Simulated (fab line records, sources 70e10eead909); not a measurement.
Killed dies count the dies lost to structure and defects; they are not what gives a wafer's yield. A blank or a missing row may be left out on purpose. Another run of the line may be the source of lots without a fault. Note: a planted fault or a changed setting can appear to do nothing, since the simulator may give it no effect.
Chamber matching :: flow nand_harc :: rie_diel-04 running NHARC_A_STAIRCASE_ETCH_444: 4 sister chambers
The step etches the open film in C4F8/O2, target depth 20400 nm, time 6800 s. 4 wafers are shown with their chamber, then 10 later ones without.

== WAFERS PAIRED WITH THEIR CHAMBERS ==
wafer: L086.2
chamber: 0
rf_vpp_V (V): 816

wafer: L086.4
chamber: 3
rf_vpp_V (V): 803

wafer: L089.2
chamber: 2
rf_vpp_V (V): 805

wafer: L089.3
chamber: 1
rf_vpp_V (V): 808

== WAFERS WHOSE CHAMBER IS MISSING ==
wafer: L089.4
rf_vpp_V (V): 815

wafer: L089.1
rf_vpp_V (V): 803

wafer: L089.5
rf_vpp_V (V): 802

wafer: L089.6
rf_vpp_V (V): 807

wafer: L092.1
rf_vpp_V (V): 816

wafer: L092.3
rf_vpp_V (V): 803

wafer: L092.6
rf_vpp_V (V): 805

wafer: L094.1
rf_vpp_V (V): 810

wafer: L094.2
rf_vpp_V (V): 802

wafer: L094.4
rf_vpp_V (V): 816

== WHICH CHAMBER EACH ONE RAN IN ==
wafer: L089.4
from the rows above: 0
in truth: 0

wafer: L089.1
from the rows above: 3
in truth: 3

wafer: L089.5
from the rows above: 3
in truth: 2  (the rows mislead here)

wafer: L089.6
from the rows above: can't be placed: 1 or 2
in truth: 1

wafer: L092.1
from the rows above: 0
in truth: 0

wafer: L092.3
from the rows above: 3
in truth: 3

wafer: L092.6
from the rows above: 2
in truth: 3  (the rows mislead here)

wafer: L094.1
from the rows above: 1
in truth: 1

wafer: L094.2
from the rows above: 3
in truth: 3

wafer: L094.4
from the rows above: 0
in truth: 0
Correctly placed: 7 of 10. From these rows, 1 cannot be placed; in 1 the true chamber is one of the candidates. Number placed wrongly: 2.
How it was worked out, from the rows above alone: a wafer's distance from a chamber is the root of the sum, over the readings, of the square of ((its reading less the chamber's mean) divided by the reading's scatter). The wafer belongs to the nearest chamber; if the next one is less than 2 further off, it can't be placed. The mean given for a chamber averages the wafers shown for that chamber. The scatter (one wafer shown for each chamber): square how far every hidden wafer sits from the nearest shown wafer, average those squares and take the square root.
